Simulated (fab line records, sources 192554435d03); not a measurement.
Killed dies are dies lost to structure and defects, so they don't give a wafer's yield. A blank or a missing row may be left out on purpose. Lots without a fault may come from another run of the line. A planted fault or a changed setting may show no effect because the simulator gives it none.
A struck lot beside a sound one | flow n5_finfet | 17 steps out of a route of 1938
Sound: wafers L711.1, L711.2, L711.5. Struck: wafers L704.4, L704.5, L704.6. The cause comes at the end.
At each step with rows: each side's tool, then ch and its chambers, then its first start. Under that, the readings that differ: sound wafers | struck wafers | difference of the means | sigmas: that difference in standard deviations of wafers without a fault.
alike: readings whose means differ by less than 2 such deviations, and words and numbers that are the same on both sides. not compared: withheld readings, readings that some wafer has no value for, bounds like >300 that may hide the same value, and numbers for which the record gives no deviation and whose values overlap.
The two part at a step that has a row with sigmas, a row that says differs or no value, or rows on one side only. Numbers that don't overlap but have no deviation are shown without sigmas and don't part them. A reading that every wafer of one side lacks parts them only if that side has two wafers or more.

first, 9 steps without rows for these wafers: N5_SD_EPI_P_COAT_35 (time 60 s, resist thk 35 nm); N5_SD_EPI_P_COAT_03 (resist thk 150 nm); N5_SD_EPI_P_EBR_05; N5_SD_EPI_P_SOFTBAKE_04 (time 60 s); N5_SD_EPI_P_EXPOSE_06 (exposes mask SD P BLK, target cd 240 nm); N5_SD_EPI_P_PEB_07 (peb time 60 s); N5_SD_EPI_P_DEVELOP_08 (develop time 30 s); N5_SD_EPI_P_DESCUM_14 (chemistry O2, time 7.9 s); N5_SD_EPI_P_ETCH_36 (etches SiARC in CF4, target depth 45.5 nm, time 75.8 s).
N5_SD_EPI_P_ETCH_37: etches SOC in N2/H2, overetch 108 nm, time 486 s.
  sound on rie_diel-02 ch 0,2, day 6 22:54; struck on rie_diel-02 ch 1,2, day 5 06:47
  no value came back on the struck wafers for any of 7 readings (bias_w (W), chamber_pressure_mTorr (mTorr) and others); on the sound wafers bias_w (W) reads 133.0 133.3 133.0
  reading                                             | sound        | struck            | difference | sigmas
  model.CAR-ArF-block_of_SD_EPI_P_COAT_03.thk_nm (nm) | 0 0 0        | 110.8 111.2 111.2 | +111.1     |
  model.SiARC_of_SD_EPI_P_COAT_35.thk_nm (nm)         | 19.6 20 19.6 | 35 35 35          | +15        |
  not compared: rf_hours_counter_h
then, 1 step without rows for these wafers: N5_SD_EPI_P_STRIP_38 (strips in N2/H2).
N5_SD_EPI_P_ETCHBACK_46: etches SiNx in CH3F/O2, stops on SiO2, target depth 17.5 nm.
  sound on rie_diel-02 ch 0,2, day 6 23:13; struck on rie_diel-02 ch 1,2, day 5 07:07
  reading                | sound             | struck            | difference | sigmas
  oes_product_au (a.u.)  | 0.60 0.63 0.61    | 0.28 0.29 0.28    | -0.33      | -5
  throttle_valve_pct (%) | 16.94 16.39 16.93 | 16.31 16.00 16.32 | -0.54      | -2
  alike: drypump_motor_current_A, oes_ar_750_au, rf_vpp_V, showerhead_plenum_p_Torr
  not compared: rf_hours_counter_h
then, 1 step without rows for these wafers: N5_SD_EPI_P_ETCH_47 (etches SiOCN in CH3F/O2, target depth 25 nm).
N5_SD_EPI_P_ETCH_16: etches SiO2 in CHF3/O2, target depth 5 nm.
  sound on rie_diel-02 ch 0,2, day 6 23:25; struck on rie_diel-02 ch 1,2, day 5 07:19
  reading                                     | sound             | struck            | difference | sigmas
  throttle_valve_pct (%)                      | 19.48 18.92 19.46 | 18.90 18.52 18.88 | -0.52      | -2
  model.SiARC_of_SD_EPI_P_COAT_35.thk_nm (nm) | 11.2 12 11.4      | 27 27 27          | +15        |
  alike: CHF3_flow_sccm, O2_flow_sccm, drypump_motor_current_A, oes_ar_750_au, oes_product_au, rf_vpp_V, showerhead_plenum_p_Torr
  not compared: rf_hours_counter_h
then, 1 step without rows for these wafers: N5_SD_EPI_P_STRIP_50 (strips in CHF3/O2).
N5_BEOL_M4_RC_MEAS_101:
  the record has rows for the sound wafers here (prober-01 ch 0, day 12 00:57) and none for the struck ones
-- the record jumps here: 9 days lie between the struck wafers' starts before and after (it left off in module BEOL_M4 and takes up again in module PASSIVATION, whose first step shown is number 1936 of the route) --
N5_PASSIVATION_PROBE_49:
  sound on prober-01, day 16 13:38; struck on prober-01, day 14 18:09
  reading                  | sound          | struck         | difference | sigmas
  defect_limited_yield (%) | 90.0 89.2 91.5 | 0 0 0          | -90        | -60
  killed_at_front_end      | 45 48 37       | 1116 1101 1120 | +1069      | +97
  killed_dies              | 118 128 100    | 1180 1180 1180 | +1065      | +59
  killed_on_rim            | 15 16 10       | 152 152 152    | +138       | +37
  sort_bin_5_function (%)  | 5.8 6.4 5.5    | 96.1 96.4 96.9 | +90.6      | +82
  sort_n_pass              | 1062 1052 1080 | 0 0 0          | -1065      | -59
  sort_yield_pct (%)       | 90.0 89.2 91.5 | 0 0 0          | -90        | -60
  alike: killed_at_M0_to_M3, killed_at_M4_up, killed_at_contacts, killed_at_other, killed_open, killed_short, sort_bin_6_memory

WHERE THEY PART
First at N5_SD_EPI_P_ETCH_37; last, within this record, at N5_PASSIVATION_PROBE_49.

WHY: what the simulator had put in
Skipped step whole: rie_diel-02, from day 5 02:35 on, at N5_SD_EPI_P_ETCH_37. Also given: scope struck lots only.
